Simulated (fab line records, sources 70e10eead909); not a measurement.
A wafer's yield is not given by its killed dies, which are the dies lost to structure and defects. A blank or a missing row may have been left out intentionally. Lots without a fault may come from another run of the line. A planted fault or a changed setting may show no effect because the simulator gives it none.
Which tool did it? :: flow nand_harc :: 12 lots, 36 wafers sampled, at 5 steps of a route of 1302

WHAT EACH GAUGE READ, for each wafer
NHARC_END_SORT_01. Usual: killed_at_array 54, standard deviation 17; killed_at_other 0.7, standard deviation 1; killed_at_periphery 3.7, standard deviation 2.9; killed_dies 58, standard deviation 16; killed_open 3.2, standard deviation 1.9; killed_short 2.2, standard deviation 1.5.
lot: L377
measured: day 30 04:11
on: prober-02
killed_at_array: 668 673 669
killed_at_other: 1 1 0
killed_at_periphery: 8 3 8
killed_dies: 677 677 677
killed_open: 2 5 3
killed_short: 4 1 1
flag: OFF

lot: L376
measured: day 30 12:35
on: prober-01
killed_at_array: 670 671 672
killed_at_other: 0 0 0
killed_at_periphery: 7 6 5
killed_dies: 677 677 677
killed_open: 5 4 8
killed_short: 3 6 2
flag: OFF

lot: L378
measured: day 31 07:34
on: prober-02
killed_at_array: 39 53 50
killed_at_other: 1 0 2
killed_at_periphery: 2 1 1
killed_dies: 42 54 53
killed_open: 1 2 1
killed_short: 2 5 4
flag: 

lot: L380
measured: day 31 17:40
on: prober-01
killed_at_array: 75 67 83
killed_at_other: 0 0 0
killed_at_periphery: 2 2 2
killed_dies: 77 69 85
killed_open: 4 0 3
killed_short: 2 2 1
flag: 

lot: L381
measured: day 32 06:31
on: prober-02
killed_at_array: 48 55 25
killed_at_other: 0 0 0
killed_at_periphery: 7 5 7
killed_dies: 55 60 32
killed_open: 1 7 3
killed_short: 5 2 0
flag: 

WHAT TOOL EACH LOT RAN ON (gives the tool, then ch and the chambers of the sampled wafers, and finally the start)
lot: L363
NHARC_A_STAIRCASE_ETCH_201: rie_diel-13 ch 1,2,3, day 16 22:55 or earlier
NHARC_A_STAIRCASE_ETCH_223: rie_diel-13 ch 1,3, day 16 22:55 or earlier
NHARC_A_STAIRCASE_TRIM_229: rie_diel-04 ch 1,2,3, day 16 22:55
NHARC_A_STAIRCASE_ETCH_236: rie_diel-04 ch 0,1,2, no start

lot: L365
NHARC_A_STAIRCASE_ETCH_201: rie_diel-13 ch 0,1,3, day 17 06:53 or earlier
NHARC_A_STAIRCASE_ETCH_223: rie_diel-09 ch 0,2,3, day 17 06:53 or earlier
NHARC_A_STAIRCASE_TRIM_229: rie_diel-09 ch 0,1,2, day 17 06:53
NHARC_A_STAIRCASE_ETCH_236: rie_diel-09 ch 0,1,3, no start

lot: L368
NHARC_A_STAIRCASE_ETCH_201: rie_diel-09 ch 2,3, day 18 17:37 or earlier
NHARC_A_STAIRCASE_ETCH_223: rie_diel-04 ch 0,2,3, day 18 17:37 or earlier
NHARC_A_STAIRCASE_TRIM_229: rie_diel-04 ch 0,1,3, day 18 17:37
NHARC_A_STAIRCASE_ETCH_236: rie_diel-04 ch 1,2, no start

lot: L374
NHARC_A_STAIRCASE_ETCH_201: rie_diel-13 ch 0,2,3, day 20 20:00 or earlier
NHARC_A_STAIRCASE_ETCH_223: rie_diel-13 ch 1,2, day 20 20:00 or earlier
NHARC_A_STAIRCASE_TRIM_229: rie_diel-04 ch 1,2, day 20 20:00
NHARC_A_STAIRCASE_ETCH_236: rie_diel-04 ch 0,3, no start

lot: L377
NHARC_A_STAIRCASE_ETCH_201: rie_diel-04 ch 2,3, day 22 02:14 or earlier
NHARC_A_STAIRCASE_ETCH_223: rie_diel-13 ch 0,1,2, day 22 02:14 or earlier
NHARC_A_STAIRCASE_TRIM_229: rie_diel-13 ch 0,1,2, day 22 02:14
NHARC_A_STAIRCASE_ETCH_236: rie_diel-13 ch 0,1,2, day 30 04:11 or earlier

lot: L376
NHARC_A_STAIRCASE_ETCH_201: rie_diel-13 ch 0,3, day 22 02:11 or earlier
NHARC_A_STAIRCASE_ETCH_223: rie_diel-04 ch 0,3, day 22 02:11 or earlier
NHARC_A_STAIRCASE_TRIM_229: rie_diel-04 ch 0,3, day 22 02:11
NHARC_A_STAIRCASE_ETCH_236: rie_diel-04 ch 0,1,2, day 30 12:35 or earlier

lot: L378
NHARC_A_STAIRCASE_ETCH_201: rie_diel-09 ch 0,2,3, day 23 01:39 or earlier
NHARC_A_STAIRCASE_ETCH_223: rie_diel-04 ch 0,1,2, day 23 01:39 or earlier
NHARC_A_STAIRCASE_TRIM_229: rie_diel-13 ch 0,2,3, day 23 01:39
NHARC_A_STAIRCASE_ETCH_236: rie_diel-13 ch 0,2,3, day 31 07:34 or earlier

lot: L380
NHARC_A_STAIRCASE_ETCH_201: rie_diel-09 ch 1,2,3, day 23 14:37 or earlier
NHARC_A_STAIRCASE_ETCH_223: rie_diel-09 ch 0,3, day 23 14:37 or earlier
NHARC_A_STAIRCASE_TRIM_229: rie_diel-09 ch 0,1, day 23 14:37
NHARC_A_STAIRCASE_ETCH_236: rie_diel-09 ch 0,3, day 31 17:40 or earlier

lot: L381
NHARC_A_STAIRCASE_ETCH_201: rie_diel-13 ch 0,1, day 24 04:09 or earlier
NHARC_A_STAIRCASE_ETCH_223: rie_diel-09 ch 1,2,3, day 24 04:09 or earlier
NHARC_A_STAIRCASE_TRIM_229: rie_diel-09 ch 0,3, day 24 04:09
NHARC_A_STAIRCASE_ETCH_236: rie_diel-09 ch 1,3, day 32 06:31 or earlier

lot: L383
NHARC_A_STAIRCASE_ETCH_201: rie_diel-13 ch 0,1,2, day 24 18:28 or earlier
NHARC_A_STAIRCASE_ETCH_223: rie_diel-09 ch 2,3, day 24 18:28 or earlier
NHARC_A_STAIRCASE_TRIM_229: rie_diel-04 ch 2,3, day 24 18:28
NHARC_A_STAIRCASE_ETCH_236: rie_diel-04 ch 2,3, no start

lot: L384
NHARC_A_STAIRCASE_ETCH_201: rie_diel-09 ch 0,1,2, day 25 10:35 or earlier
NHARC_A_STAIRCASE_ETCH_223: rie_diel-13 ch 0,2,3, day 25 10:35 or earlier
NHARC_A_STAIRCASE_TRIM_229: rie_diel-13 ch 1,2,3, day 25 10:35
NHARC_A_STAIRCASE_ETCH_236: rie_diel-13 ch 0,1,2, no start

lot: L385
NHARC_A_STAIRCASE_ETCH_201: rie_diel-04 ch 1,3, day 25 21:52 or earlier
NHARC_A_STAIRCASE_ETCH_223: rie_diel-09 ch 0,1,2, day 25 21:52 or earlier
NHARC_A_STAIRCASE_TRIM_229: rie_diel-09 ch 0,2, day 25 21:52
NHARC_A_STAIRCASE_ETCH_236: rie_diel-09 ch 2,3, no start
- NHARC_A_STAIRCASE_ETCH_201: etches the open film in C4F8/O2, target depth 100 nm, time 40.5 s.
- NHARC_A_STAIRCASE_ETCH_223: etches the open film in C4F8/O2, target depth 100 nm, time 40.5 s.
- NHARC_A_STAIRCASE_TRIM_229: chemistry O2, time 211.2 s.
- NHARC_A_STAIRCASE_ETCH_236: etches the open film in C4F8/O2, target depth 100 nm, time 40.5 s.

WHAT THE TOOLS THEMSELVES READ (means of the sampled wafers that have a number; where no wafer has one, the mark that the record gives instead)
NHARC_A_STAIRCASE_ETCH_201. Usual: oes_product_au 0.943 a.u., standard deviation 0.015; rf_vpp_V 896 V, standard deviation 6.
lot: L363
tool: rie_diel-13
oes_product_au (a.u.): 0.953
rf_vpp_V (V): 897
flag: 

lot: L365
tool: rie_diel-13
oes_product_au (a.u.): 0.937
rf_vpp_V (V): 896
flag: 

lot: L368
tool: rie_diel-09
oes_product_au (a.u.): 0.950
rf_vpp_V (V): 896
flag: 

lot: L374
tool: rie_diel-13
oes_product_au (a.u.): 0.944
rf_vpp_V (V): 900
flag: 

lot: L377
tool: rie_diel-04
oes_product_au (a.u.): 0.948
rf_vpp_V (V): 888
flag: 

lot: L376
tool: rie_diel-13
oes_product_au (a.u.): 0.942
rf_vpp_V (V): 897
flag: 

lot: L378
tool: rie_diel-09
oes_product_au (a.u.): 0.935
rf_vpp_V (V): 898
flag: 

lot: L380
tool: rie_diel-09
oes_product_au (a.u.): 0.933
rf_vpp_V (V): 894
flag: 

lot: L381
tool: rie_diel-13
oes_product_au (a.u.): 0.955
rf_vpp_V (V): 893
flag: 

lot: L383
tool: rie_diel-13
oes_product_au (a.u.): 0.950
rf_vpp_V (V): 894
flag: 

lot: L384
tool: rie_diel-09
oes_product_au (a.u.): 0.925
rf_vpp_V (V): 898
flag: 

lot: L385
tool: rie_diel-04
oes_product_au (a.u.): 0.942
rf_vpp_V (V): 891
flag: 

NHARC_A_STAIRCASE_ETCH_223. Usual: oes_product_au 0.944 a.u., standard deviation 0.015; rf_vpp_V 896 V, standard deviation 5.7.
lot: L363
tool: rie_diel-13
oes_product_au (a.u.): 0.931
rf_vpp_V (V): 898
flag: 

lot: L365
tool: rie_diel-09
oes_product_au (a.u.): 0.943
rf_vpp_V (V): 899
flag: 

lot: L368
tool: rie_diel-04
oes_product_au (a.u.): 0.950
rf_vpp_V (V): 893
flag: 

lot: L374
tool: rie_diel-13
oes_product_au (a.u.): 0.947
rf_vpp_V (V): 896
flag: 

lot: L377
tool: rie_diel-13
oes_product_au (a.u.): 0.957
rf_vpp_V (V): 895
flag: 

lot: L376
tool: rie_diel-04
oes_product_au (a.u.): 0.959
rf_vpp_V (V): 894
flag: 

lot: L378
tool: rie_diel-04
oes_product_au (a.u.): 0.952
rf_vpp_V (V): 894
flag: 

lot: L380
tool: rie_diel-09
oes_product_au (a.u.): 0.958
rf_vpp_V (V): 895
flag: 

lot: L381
tool: rie_diel-09
oes_product_au (a.u.): 0.933
rf_vpp_V (V): 894
flag: 

lot: L383
tool: rie_diel-09
oes_product_au (a.u.): 0.964
rf_vpp_V (V): 894
flag: 

lot: L384
tool: rie_diel-13
oes_product_au (a.u.): 0.955
rf_vpp_V (V): 899
flag: 

lot: L385
tool: rie_diel-09
oes_product_au (a.u.): 0.940
rf_vpp_V (V): 898
flag: 

NHARC_A_STAIRCASE_TRIM_229. Usual: chamber_pressure_mTorr 60.00 mTorr, standard deviation 0.064; drypump_motor_current_A 5.7 A, standard deviation 0.33; oes_product_au 0.998 a.u., standard deviation 0.015; rf_vpp_V 57.8 V, standard deviation 0.83; showerhead_plenum_p_Torr 3.51 Torr, standard deviation 0.16; throttle_valve_pct 17.036 %, standard deviation 0.0099.
lot: L363
tool: rie_diel-04
chamber_pressure_mTorr (mTorr): 60.02
drypump_motor_current_A (A): 5.8
oes_product_au (a.u.): 0.992
rf_vpp_V (V): 57.2
showerhead_plenum_p_Torr (Torr): 3.39
throttle_valve_pct (%): 17.040
flag: 

lot: L365
tool: rie_diel-09
chamber_pressure_mTorr (mTorr): 60.00
drypump_motor_current_A (A): 6.0
oes_product_au (a.u.): 1.000
rf_vpp_V (V): 57.6
showerhead_plenum_p_Torr (Torr): 3.61
throttle_valve_pct (%): 17.030
flag: 

lot: L368
tool: rie_diel-04
chamber_pressure_mTorr (mTorr): 59.96
drypump_motor_current_A (A): 5.8
oes_product_au (a.u.): 1.004
rf_vpp_V (V): 58.1
showerhead_plenum_p_Torr (Torr): 3.52
throttle_valve_pct (%): 17.041
flag: 

lot: L374
tool: rie_diel-04
chamber_pressure_mTorr (mTorr): 59.96
drypump_motor_current_A (A): 5.5
oes_product_au (a.u.): 0.987
rf_vpp_V (V): 57.9
showerhead_plenum_p_Torr (Torr): 3.35
throttle_valve_pct (%): 17.047
flag: 

lot: L377
tool: rie_diel-13
chamber_pressure_mTorr (mTorr): -
drypump_motor_current_A (A): -
oes_product_au (a.u.): -
rf_vpp_V (V): -
showerhead_plenum_p_Torr (Torr): -
throttle_valve_pct (%): -
flag: OFF

lot: L376
tool: rie_diel-04
chamber_pressure_mTorr (mTorr): -
drypump_motor_current_A (A): -
oes_product_au (a.u.): -
rf_vpp_V (V): -
showerhead_plenum_p_Torr (Torr): -
throttle_valve_pct (%): -
flag: OFF

lot: L378
tool: rie_diel-13
chamber_pressure_mTorr (mTorr): 60.03
drypump_motor_current_A (A): 5.3
oes_product_au (a.u.): 1.012
rf_vpp_V (V): 57.3
showerhead_plenum_p_Torr (Torr): 3.61
throttle_valve_pct (%): 17.036
flag: 

lot: L380
tool: rie_diel-09
chamber_pressure_mTorr (mTorr): 60.00
drypump_motor_current_A (A): 6.0
oes_product_au (a.u.): 0.979
rf_vpp_V (V): 58.3
showerhead_plenum_p_Torr (Torr): 3.62
throttle_valve_pct (%): 17.028
flag: 

lot: L381
tool: rie_diel-09
chamber_pressure_mTorr (mTorr): 59.98
drypump_motor_current_A (A): 5.6
oes_product_au (a.u.): 1.007
rf_vpp_V (V): 57.4
showerhead_plenum_p_Torr (Torr): 3.52
throttle_valve_pct (%): 17.035
flag: 

lot: L383
tool: rie_diel-04
chamber_pressure_mTorr (mTorr): 60.06
drypump_motor_current_A (A): 5.8
oes_product_au (a.u.): 0.998
rf_vpp_V (V): 58.4
showerhead_plenum_p_Torr (Torr): 3.65
throttle_valve_pct (%): 17.037
flag: 

lot: L384
tool: rie_diel-13
chamber_pressure_mTorr (mTorr): 60.02
drypump_motor_current_A (A): 5.4
oes_product_au (a.u.): 1.001
rf_vpp_V (V): 57.9
showerhead_plenum_p_Torr (Torr): 3.54
throttle_valve_pct (%): 17.040
flag: 

lot: L385
tool: rie_diel-09
chamber_pressure_mTorr (mTorr): 59.96
drypump_motor_current_A (A): 6.1
oes_product_au (a.u.): 0.991
rf_vpp_V (V): 57.3
showerhead_plenum_p_Torr (Torr): 3.69
throttle_valve_pct (%): 17.031
flag: 

NHARC_A_STAIRCASE_ETCH_236. Usual: oes_product_au 0.939 a.u., standard deviation 0.016; rf_vpp_V 895 V, standard deviation 5.8.
lot: L363
tool: rie_diel-04
oes_product_au (a.u.): 0.938
rf_vpp_V (V): 896
flag: 

lot: L365
tool: rie_diel-09
oes_product_au (a.u.): 0.934
rf_vpp_V (V): 896
flag: 

lot: L368
tool: rie_diel-04
oes_product_au (a.u.): 0.922
rf_vpp_V (V): 890
flag: 

lot: L374
tool: rie_diel-04
oes_product_au (a.u.): 0.944
rf_vpp_V (V): 895
flag: 

lot: L377
tool: rie_diel-13
oes_product_au (a.u.): 0.958
rf_vpp_V (V): 895
flag: 

lot: L376
tool: rie_diel-04
oes_product_au (a.u.): 0.955
rf_vpp_V (V): 894
flag: 

lot: L378
tool: rie_diel-13
oes_product_au (a.u.): 0.961
rf_vpp_V (V): 899
flag: 

lot: L380
tool: rie_diel-09
oes_product_au (a.u.): 0.927
rf_vpp_V (V): 899
flag: 

lot: L381
tool: rie_diel-09
oes_product_au (a.u.): 0.941
rf_vpp_V (V): 891
flag: 

lot: L383
tool: rie_diel-04
oes_product_au (a.u.): 0.941
rf_vpp_V (V): 895
flag: 

lot: L384
tool: rie_diel-13
oes_product_au (a.u.): 0.943
rf_vpp_V (V): 894
flag: 

lot: L385
tool: rie_diel-09
oes_product_au (a.u.): 0.949
rf_vpp_V (V): 894
flag: 

THE ANSWER, worked out from the rows above alone
Rule: a lot is off if the mean of its wafers that have a number lies more than 3 standard deviations from the usual mean. A lot without any number at a reading at which 4 lots or more have one is off too. Where the step has rows for the other lots, those lots are counted as sound. First the gauges in route order, then the tools' own readings, where a lot's mean is used as printed above. At the first step where some lot is off, the reading lying furthest off is the one used; lots without a number count as furthest.
Off: L377, L376, at NHARC_END_SORT_01 (killed_dies). Neither off nor sound, because the step has no rows for them: L363, L365, L368, L374, L383, L384, L385.
If a tool, at a process step before that reading, ran all the lots that are off and no sound lot after the first of them, it fits. The gauges at NHARC_END_SORT_01 aren't tried: what is off there is off at NHARC_A_STAIRCASE_TRIM_229 too, on other tools, and a gauge's error can't cause that. NHARC_A_STAIRCASE_ETCH_201: start missing for some lots; hours and lot order therefore follow NHARC_A_STAIRCASE_TRIM_229. NHARC_A_STAIRCASE_ETCH_223: start missing for some lots; hours and lot order therefore follow NHARC_A_STAIRCASE_TRIM_229. NHARC_A_STAIRCASE_ETCH_236: start missing for some lots; hours and lot order therefore follow NHARC_END_SORT_01. Of those tried, none fits.

WHAT THE SIMULATOR PUT IN
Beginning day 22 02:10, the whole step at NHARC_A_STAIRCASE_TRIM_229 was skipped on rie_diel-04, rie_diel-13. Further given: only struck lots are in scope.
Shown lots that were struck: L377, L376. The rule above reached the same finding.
